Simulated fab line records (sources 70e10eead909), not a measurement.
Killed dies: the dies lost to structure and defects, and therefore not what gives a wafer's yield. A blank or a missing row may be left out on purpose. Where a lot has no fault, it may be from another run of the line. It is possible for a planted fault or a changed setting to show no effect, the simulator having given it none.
Struck lot and sound lot, side by side | flow nand-harc | 14 steps out of a route of 1302
Sound: wafers L387.2, L387.5, L387.6. Struck: wafer L406.5 (left out: L406.4, L406.6 of the same lot, which were not struck); the cause appears at the end.
Each step with rows lists, per side, the tool, then ch with its chambers, then its first start. Under that, the readings that differ: sound wafers | struck wafers | difference of the means | sigmas: that difference in standard deviations of wafers without a fault.
alike: same words and numbers on both sides, and readings whose means sit less than 2 such deviations apart. not compared: any withheld reading, any reading some wafer has no value for, any bound like >300 that may hide the same value, and any number with overlapping values for which the record gives no deviation.
A row with sigmas, a row that says differs or no value, or rows on one side alone: a step with any of these is where the two part. When numbers do not overlap yet have no deviation, they are printed without sigmas and do not part them. A reading missing from all wafers of one side parts the sides only when that side holds two or more wafers.

first, 2 steps without rows for these wafers: NHARC_A_CHANNEL_HOLE_D2_ETCH_19 (etches the open film in C4F8/O2/Ar, time 34.5 s); NHARC_A_CHANNEL_HOLE_D2_ETCH_20 (etches the open film in C4F8/O2/Ar, time 361.9 s, target depth 1600 nm).
NHARC_A_CHANNEL_HOLE_D2_ETCH_21: etches the open film in C4F8/O2/Ar, time 514.3 s, target depth 1600 nm.
  sound on har-etch-02 ch 0,1, day 14 07:42; struck on har-etch-02 ch 1, day 22 18:16
  reading                         | sound          | struck | difference | sigmas
  showerhead-plenum-p-Torr (Torr) | 3.41 3.41 3.51 | 3.89   | +0.45      | +3
  alike: chamber-pressure-mTorr, drypump-motor-current-A, throttle-valve-pct
  not compared: rf-hours-counter-h, run-length-s
NHARC_A_CHANNEL_HOLE_D2_ETCH_22: etches the open film in C4F8/O2/Ar, time 666.7 s, target depth 1600 nm.
  sound on har-etch-02 ch 0,1, day 14 08:09; struck on har-etch-02 ch 1, day 22 18:47
  reading                         | sound          | struck | difference | sigmas
  showerhead-plenum-p-Torr (Torr) | 3.41 3.41 3.51 | 3.89   | +0.45      | +3
  alike: chamber-pressure-mTorr, drypump-motor-current-A, run-length-s, throttle-valve-pct
  not compared: rf-hours-counter-h
then, 1 step without rows for these wafers: NHARC_A_CHANNEL_HOLE_D2_ETCH_23 (etches the open film in C4F8/O2/Ar, time 819 s, target depth 1600 nm).
NHARC_A_CHANNEL_HOLE_D2_ETCH_24: etches the open film in C4F8/O2/Ar, time 906.2 s, target depth 1500 nm.
  sound on har-etch-02 ch 0,1, day 14 09:24; struck on har-etch-02 ch 1, day 22 20:08
  reading                         | sound          | struck | difference | sigmas
  showerhead-plenum-p-Torr (Torr) | 3.41 3.41 3.50 | 3.88   | +0.44      | +3
  alike: chamber-pressure-mTorr, drypump-motor-current-A, run-length-s, throttle-valve-pct
  not compared: rf-hours-counter-h
NHARC_A_CHANNEL_HOLE_D2_ETCH_25: etches the open film in C4F8/O2/Ar, time 1040.2 s, target depth 1500 nm.
  sound on har-etch-02 ch 0,1, day 14 10:10; struck on har-etch-02 ch 1, day 22 20:58
  reading                         | sound          | struck | difference | sigmas
  showerhead-plenum-p-Torr (Torr) | 3.40 3.41 3.50 | 3.88   | +0.44      | +3
  alike: chamber-pressure-mTorr, drypump-motor-current-A, run-length-s, throttle-valve-pct
  not compared: rf-hours-counter-h
NHARC_A_CHANNEL_HOLE_D2_ETCH_26: etches the open film in C4F8/O2/Ar, time 224.1 s, target depth 300 nm.
  sound on har-etch-02 ch 0,1, day 14 11:02; struck on har-etch-02 ch 1, day 22 21:30
  reading                         | sound          | struck | difference | sigmas
  showerhead-plenum-p-Torr (Torr) | 3.44 3.44 3.54 | 3.94   | +0.47      | +3
  alike: chamber-pressure-mTorr, drypump-motor-current-A, throttle-valve-pct
  not compared: rf-hours-counter-h, run-length-s
then, 4 steps without rows for these wafers: NHARC_A_CHANNEL_HOLE_D2_ETCH_27 (etches the open film in C4F8/O2/Ar, time 90 s, target depth 400 nm); NHARC_A_CHANNEL_HOLE_D2_STRIP_41 (strips in N2/H2); NHARC_A_CHANNEL_HOLE_D2_STRIP_42 (strips in CF4/CHF3); NHARC_A_CHANNEL_HOLE_D2_STRIP_43 (strips in O2/COS).
NHARC_A_CHANNEL_HOLE_D2_ETCH_44: etches the open film in CF4/O2, target depth 140 nm, overetch 14 nm, time 77 s.
  sound on rie-diel-06 ch 0,3, day 14 12:28; struck on rie-diel-09 ch 0, day 22 22:22
  reading          | sound          | struck | difference | sigmas
  run-length-s (s) | 98.2 98.3 97.8 | 90.5   | -7.6       | -17
  alike: chamber-pressure-mTorr, drypump-motor-current-A, oes_ar_750_au, oes-product-au, rf-vpp-V, showerhead-plenum-p-Torr, throttle-valve-pct
  not compared: rf-hours-counter-h
then, 1 step without rows for these wafers: NHARC_A_CHANNEL_HOLE_D2_STRIP_28 (strips in O2).

## WHERE THEY PART
Earliest at NHARC_A_CHANNEL_HOLE_D2_ETCH_21; latest, in this record, at NHARC_A_CHANNEL_HOLE_D2_ETCH_44.

WHY: whatever the simulator had introduced
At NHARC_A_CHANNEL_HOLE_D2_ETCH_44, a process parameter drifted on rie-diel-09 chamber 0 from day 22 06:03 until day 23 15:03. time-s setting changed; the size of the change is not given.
